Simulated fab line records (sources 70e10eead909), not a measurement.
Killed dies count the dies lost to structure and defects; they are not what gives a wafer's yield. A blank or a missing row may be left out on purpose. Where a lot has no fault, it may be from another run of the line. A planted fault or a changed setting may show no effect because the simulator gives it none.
Which tool is to blame? | flow nand harc | 36 wafers from 12 lots sampled at 5 of the route's 1302 steps

## WHAT THE GAUGES READ, wafer by wafer
NHARC_A_BLC_INSPECT_28. Usual: raw defect count 556, standard deviation 140.
lot  | measured     | on                | raw defect count | flag
L450 | day 23 22:47 | defect inspect-02 | 379 541 611      |
L448 | day 24 03:51 | defect inspect-02 | 669 679 663      |
L452 | day 24 20:22 | defect inspect-02 | 669 384 580      |
L454 | day 26 02:56 | defect inspect-02 | 830 618 729      |
L456 | day 27 17:17 | defect inspect-01 | 458 399 442      |
L459 | day 28 00:47 | defect inspect-02 | 543 451 444      |
L463 | day 29 22:27 | defect inspect-01 | 565 572 720      |
L462 | day 30 02:59 | defect inspect-01 | 395 399 485      |
L464 | day 30 05:02 | defect inspect-01 | 446 527 502      |
L465 | day 30 21:23 | defect inspect-01 | 839 812 736      |
L468 | day 31 15:48 | defect inspect-02 | 544 636 580      |
L469 | day 32 10:36 | defect inspect-01 | 604 532 680      |

NHARC_END_SORT_01. Usual: defect limited yield 91.4 %, standard deviation 2.6; killed at array 53, standard deviation 18; killed at other 0.9, standard deviation 1.3; killed at periphery 4, standard deviation 3.1; killed dies 58, standard deviation 18; killed open 3.4, standard deviation 2; killed short 2.5, standard deviation 1.8; sort_bin_2_pct 3.1 %, standard deviation 1.2; sort_bin_3_pct 0.7 %, standard deviation 0.38; sort_bin_4_pct 4.8 %, standard deviation 1.5; sort n pass 619, standard deviation 18; sort rim yield pct 90 %, standard deviation 4.6; sort yield pct 91.4 %, standard deviation 2.6.
lot  | measured     | on        | defect limited yield (%) | killed at array | killed at other | killed at periphery | killed dies | killed open | killed short | sort_bin_2_pct (%) | sort_bin_3_pct (%) | sort_bin_4_pct (%) | sort n pass | sort rim yield pct (%) | sort yield pct (%) | flag
L450 | day 25 18:31 | prober-02 | 95.0 92.9 91.1           | 32 48 53        | 1 0 0           | 1 0 7               | 34 48 60    | 3 0 7       | 3 3 2        | 1.2 2.4 3.0        | 0.7 0.3 0.1        | 3.1 4.4 5.8        | 643 629 617 | 92 87 85               | 95.0 92.9 91.1     |
L448 | day 26 02:10 | prober-01 | 88.6 91.6 89.2           | 72 54 68        | 1 0 2           | 4 3 3               | 77 57 73    | 7 2 6       | 3 1 3        | 3.5 2.4 4.3        | 0.6 0.9 0.6        | 7.2 5.2 5.9        | 600 620 604 | 88 92 95               | 88.6 91.6 89.2     |
L452 | day 26 12:15 | prober-02 | 95.1 95.6 95.1           | 25 26 25        | 2 2 0           | 6 2 8               | 33 30 33    | 3 3 3       | 3 0 3        | 0.9 1.3 1.3        | 0.4 0 0.4          | 3.5 3.1 3.1        | 644 647 644 | 93 98 98               | 95.1 95.6 95.1     |
L456 | day 29 11:55 | prober-01 | 91.9 91.4 91.0           | 52 56 61        | 0 0 0           | 3 2 0               | 55 58 61    | 3 2 5       | 6 2 4        | 3.7 2.4 3.7        | 0.9 0.9 1.0        | 3.5 5.3 4.3        | 622 619 616 | 84 87 87               | 91.9 91.4 91.0     |
L459 | day 29 17:29 | prober-02 | 95.4 92.5 93.1           | 30 49 46        | 0 1 0           | 1 1 1               | 31 51 47    | 5 1 4       | 2 1 0        | 1.8 3.2 2.5        | 0.1 0.7 0.4        | 2.7 3.5 4.0        | 646 626 630 | 93 99 98               | 95.4 92.5 93.1     |
L465 | day 32 17:50 | prober-01 | 87.7 89.1 89.8           | 71 66 62        | 0 0 1           | 12 8 6              | 83 74 69    | 4 3 3       | 3 3 2        | 4.4 4.0 3.4        | 0.9 0.6 1.0        | 6.9 6.4 5.8        | 594 603 608 | 79 92 83               | 87.7 89.1 89.8     |

## EACH LOT AND THE TOOL THAT RAN IT (in order: tool; ch and the chambers of the sampled wafers; start)
lot  | NHARC_A_BLC_STRIP_21               | NHARC_A_BLC_CVD_24                       | NHARC_A_M0_SOFTBAKE_04
L450 | rie diel-02 ch 0,2,3, day 23 20:58 | cvd w-02 ch 0,1, day 23 22:47 or earlier | litho track-01 ch 0, day 23 23:00
L448 | rie diel-13 ch 1,2,3, day 24 01:59 | cvd w-02 ch 0,1, day 24 03:51 or earlier | litho track-01 ch 0, day 24 04:00
L452 | rie diel-13 ch 0,1, day 24 18:34   | cvd w-02 ch 0,1, day 24 20:22 or earlier | litho track-01 ch 0, day 24 20:00
L454 | rie diel-06 ch 0,1,2, day 26 01:09 | cvd w-01 ch 0,1, day 26 02:56 or earlier | litho track-04 ch 0, day 26 03:00
L456 | rie diel-06 ch 0,1,3, day 27 15:30 | cvd w-01 ch 0,1, day 27 17:17 or earlier | litho track-04 ch 0, day 27 17:00
L459 | rie diel-06 ch 0,2,3, day 27 22:59 | cvd w-02 ch 0,1, day 28 00:47 or earlier | litho track-01 ch 0, day 28 01:00
L463 | rie diel-06 ch 2,3, day 29 20:39   | cvd w-02 ch 0,1, day 29 22:27 or earlier | litho track-01 ch 0, day 29 22:00
L462 | rie diel-02 ch 0,1,3, day 30 01:12 | cvd w-01 ch 0,1, day 30 02:59 or earlier | litho track-01 ch 0, day 30 03:00
L464 | rie diel-06 ch 0,2, day 30 03:11   | cvd w-01 ch 0,1, day 30 05:02 or earlier | litho track-01 ch 0, day 30 05:00
L465 | rie diel-13 ch 2,3, day 30 19:36   | cvd w-01 ch 0,1, day 30 21:23 or earlier | litho track-04 ch 0, day 30 21:00
L468 | rie diel-06 ch 0,1,2, day 31 13:41 | cvd w-02 ch 0,1, day 31 15:48 or earlier | litho track-04 ch 0, day 31 16:00
L469 | rie diel-06 ch 0,1, day 32 08:48   | cvd w-02 ch 0,1, day 32 10:36 or earlier | litho track-06 ch 0, day 32 11:00
- NHARC_A_BLC_STRIP_21: strips in O2.
- NHARC_A_BLC_CVD_24: deposits W, target thk 150 nm, time 434 s.
- NHARC_A_M0_SOFTBAKE_04: time 55 s.

## AS READ BY THE TOOLS THEMSELVES (means over the sampled wafers that have a number; for cases with no such wafer, the mark the record gives instead)
NHARC_A_BLC_STRIP_21. Usual: drypump motor current A 5.6 A, standard deviation 0.46; o2 flow sccm 500.2 sccm, standard deviation 1.5; oes product au 1.000 a.u., standard deviation 0.0068; rf vpp V 57.6 V, standard deviation 0.88; showerhead plenum p Torr 3.47 Torr, standard deviation 0.079; throttle valve pct 17.036 %, standard deviation 0.0089.
lot  | tool        | drypump motor current A (A) | o2 flow sccm (sccm) | oes product au (a.u.) | rf vpp V (V) | showerhead plenum p Torr (Torr) | throttle valve pct (%) | flag
L450 | rie diel-02 | 5.5                         | 500.1               | 0.996                 | 58.1         | 3.41                            | 17.037                 |
L448 | rie diel-13 | 5.4                         | 499.9               | 0.997                 | 57.8         | 3.49                            | 17.033                 |
L452 | rie diel-13 | 5.5                         | 499.8               | 1.001                 | 57.3         | 3.42                            | 17.028                 |
L454 | rie diel-06 | 5.3                         | 501.1               | 1.008                 | 57.3         | 3.47                            | 17.038                 |
L456 | rie diel-06 | 5.5                         | 501.6               | 0.997                 | 58.2         | 3.45                            | 17.033                 |
L459 | rie diel-06 | 5.5                         | 500.4               | 0.999                 | 56.8         | 3.47                            | 17.033                 |
L463 | rie diel-06 | 5.7                         | 499.6               | 1.011                 | 57.2         | 3.47                            | 17.033                 |
L462 | rie diel-02 | 5.5                         | 500.8               | 1.004                 | 58.1         | 3.46                            | 17.042                 |
L464 | rie diel-06 | 5.0                         | 502.3               | 1.001                 | 57.8         | 3.48                            | 17.041                 |
L465 | rie diel-13 | 5.5                         | 499.5               | 0.996                 | 58.7         | 3.55                            | 17.040                 |
L468 | rie diel-06 | 5.3                         | 499.0               | 1.000                 | 57.7         | 3.46                            | 17.036                 |
L469 | rie diel-06 | 5.1                         | 501.2               | 0.998                 | 57.4         | 3.46                            | 17.031                 |

NHARC_A_BLC_CVD_24. Usual: heater power w 478 W, standard deviation 19; mfc wf6 sccm 40.01 sccm, standard deviation 0.11; throttle valve pct 8.21 %, standard deviation 0.23.
lot  | tool     | heater power w (W) | mfc wf6 sccm (sccm) | throttle valve pct (%) | flag
L450 | cvd w-02 | 492                | 40.02               | 8.36                   |
L448 | cvd w-02 | 481                | 40.00               | 8.35                   |
L452 | cvd w-02 | 475                | 39.82               | 8.42                   |
L454 | cvd w-01 | 472                | 39.97               | 8.02                   |
L456 | cvd w-01 | 472                | 40.06               | 8.03                   |
L459 | cvd w-02 | 469                | 39.96               | 8.35                   |
L463 | cvd w-02 | 476                | 39.96               | 8.35                   |
L462 | cvd w-01 | 487                | 40.02               | 8.07                   |
L464 | cvd w-01 | 484                | 40.01               | 8.07                   |
L465 | cvd w-01 | 465                | 39.98               | 7.98                   |
L468 | cvd w-02 | 468                | 39.92               | 8.33                   |
L469 | cvd w-02 | 476                | 40.01               | 8.28                   |

NHARC_A_M0_SOFTBAKE_04. Usual: chill plate temp C 22.99 C, standard deviation 0.11; heater power total W 188.45 W, standard deviation 0.14.
lot  | tool           | chill plate temp C (C) | heater power total W (W) | flag
L450 | litho track-01 | 22.98                  | 188.52                   |
L448 | litho track-01 | 23.25                  | 188.57                   |
L452 | litho track-01 | 22.98                  | 188.50                   |
L454 | litho track-04 | 22.99                  | 188.44                   |
L456 | litho track-04 | 22.93                  | 188.44                   |
L459 | litho track-01 | 22.98                  | 188.45                   |
L463 | litho track-01 | 23.02                  | 190.66                   | OFF
L462 | litho track-01 | 23.10                  | 190.68                   | OFF
L464 | litho track-01 | 22.94                  | 190.83                   | OFF
L465 | litho track-04 | 22.90                  | 188.45                   |
L468 | litho track-04 | 22.87                  | 188.35                   |
L469 | litho track-06 | 22.89                  | 188.46                   |

## THE ANSWER, worked out from the rows above alone
Rule: take the mean of a lot's wafers that have a number; if it is more than 3 standard deviations from the usual mean, the lot is off. Also off: a lot with no number at a reading for which 4 or more lots have one. Where the step has rows for the other lots, those lots are counted as sound. The gauges are gone through in route order, then the tools' own readings, and for those a lot's mean is taken as printed above. The first step at which some lot is off is used, and at that step the reading that is off furthest; a lot without a number counts as furthest.
Off, at NHARC_A_M0_SOFTBAKE_04 on heater power total W: L463, L462, L464.
If a tool, at that step or one of the process steps before it, ran each lot that is off and ran no sound lot following the first of them, it fits. NHARC_A_BLC_CVD_24: start missing for some lots; hours and lot order therefore follow NHARC_A_BLC_INSPECT_28. One fits: NHARC_A_M0_SOFTBAKE_04 on litho track-01. A fault onset in the window from L459 (day 28 01:00, its last sound lot) to L463 (day 29 22:00, its first lot off) fits.
The tool's own readings at NHARC_A_M0_SOFTBAKE_04 bear it out: on the lots that are off they differ by more than 5 times the standard deviation of the sound lots' means. heater power total W reads 190.72 W there against 188.46 W on the sound lots.

## WHAT THE SIMULATOR HAD PUT IN
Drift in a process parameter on litho track-01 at NHARC_A_M0_SOFTBAKE_04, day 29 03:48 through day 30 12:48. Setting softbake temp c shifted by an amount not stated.
Struck lots among those shown: L463, L462, L464. The rule given above showed the same thing.
